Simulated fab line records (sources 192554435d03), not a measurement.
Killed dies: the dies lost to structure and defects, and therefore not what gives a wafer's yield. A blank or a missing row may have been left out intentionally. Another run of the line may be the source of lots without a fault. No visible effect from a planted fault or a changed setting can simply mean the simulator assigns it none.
2 desks looking at one fault ; flow n5 finfet ; each desk has only its own numbers; what lay behind them comes last

== THE METROLOGY DESK ==
Means of the sampled wafers that have a number, per lot and without regard to the tool the lot ran on: this is what the gauges read. If a lot's mean is further than 4 standard deviations from the usual mean, the lot is out of limits and carries the mark OUT (the distance appears in the brackets). 7 of its 11 readings are shown, namely those furthest out on some lot.
Columns: A = DIBL_N at N5_BEOL_M4_RC_MEAS_101, usual 36.4 mV/V; B = IOFF_P at N5_BEOL_M4_RC_MEAS_101, usual 0.21 nA/um; C = ION_N at N5_BEOL_M4_RC_MEAS_101, usual 677 uA/um; D = ION_P at N5_BEOL_M4_RC_MEAS_101, usual 464 uA/um; E = SS_P at N5_BEOL_M4_RC_MEAS_101, usual 73.3 mV/dec; F = VT_N at N5_BEOL_M4_RC_MEAS_101, usual 250 mV; G = VT_P at N5_BEOL_M4_RC_MEAS_101, usual -251 mV
lot;first seen here;A;B;C;D;E;F;G
L476;day 7 22:32;40.0;0.31;702;482;74.5;245;-245
L478;day 8 21:05;37.0;0.30;689;482;73.2;245;-241
L477;day 9 09:14;36.9;0.22;681;471;73.5;248;-249
L479;day 9 14:45;34.4;0.17;672;462;72.0;251;-253
L480;day 10 00:55;34.4;0.16;672;459;72.5;251;-254
L481;day 10 10:13;32.4;0.15;662;458;72.9;257;-255
L494;day 13 05:12;37.2;0.23;680;465;74.3;248;-247
L495;day 13 10:51;34.9;0.17;664;459;72.3;253;-254
L496;day 14 04:37;37.0;0.23;688;469;73.6;246;-251
L498;day 14 07:26;31.1;0.11;656;446;71.4;258;-261
Result from this desk: across the 10 lots, nothing is out of limits.

== FOR THE TOOL OWNER'S DESK: pecvd-01 ==
The tool's own readings at N5_ZERO_LAYER_PECVD_02 (deposits SiO2 from SiH4/N2O, target thk 10 nm, time 6 s): means of the sampled wafers that have a number, for each lot that ran on this tool. If a lot's mean is further than 4 standard deviations from the usual mean, the lot is out of limits and carries the mark OUT (the distance appears in the brackets).
Columns: A = heater power w at N5_ZERO_LAYER_PECVD_02, usual 772 W; B = showerhead plenum p Torr at N5_ZERO_LAYER_PECVD_02, usual 8.14 Torr
lot;first seen here;A;B
L476;day 1 18:18;829;8.12
L478;day 2 06:17;881;8.12
L479;day 2 12:17;857;8.16
L480;day 2 18:18;794;8.04
L481;day 3 00:17;905;8.12
L495;day 6 12:17;776;8.27
Result from this desk: across the 6 lots, nothing is out of limits.

== ALL TOGETHER ==
Metrology desk: nothing out of limits seen.
The desk of the tool owner found nothing out of limits.

== WHAT THE SIMULATOR HAD PUT IN ==
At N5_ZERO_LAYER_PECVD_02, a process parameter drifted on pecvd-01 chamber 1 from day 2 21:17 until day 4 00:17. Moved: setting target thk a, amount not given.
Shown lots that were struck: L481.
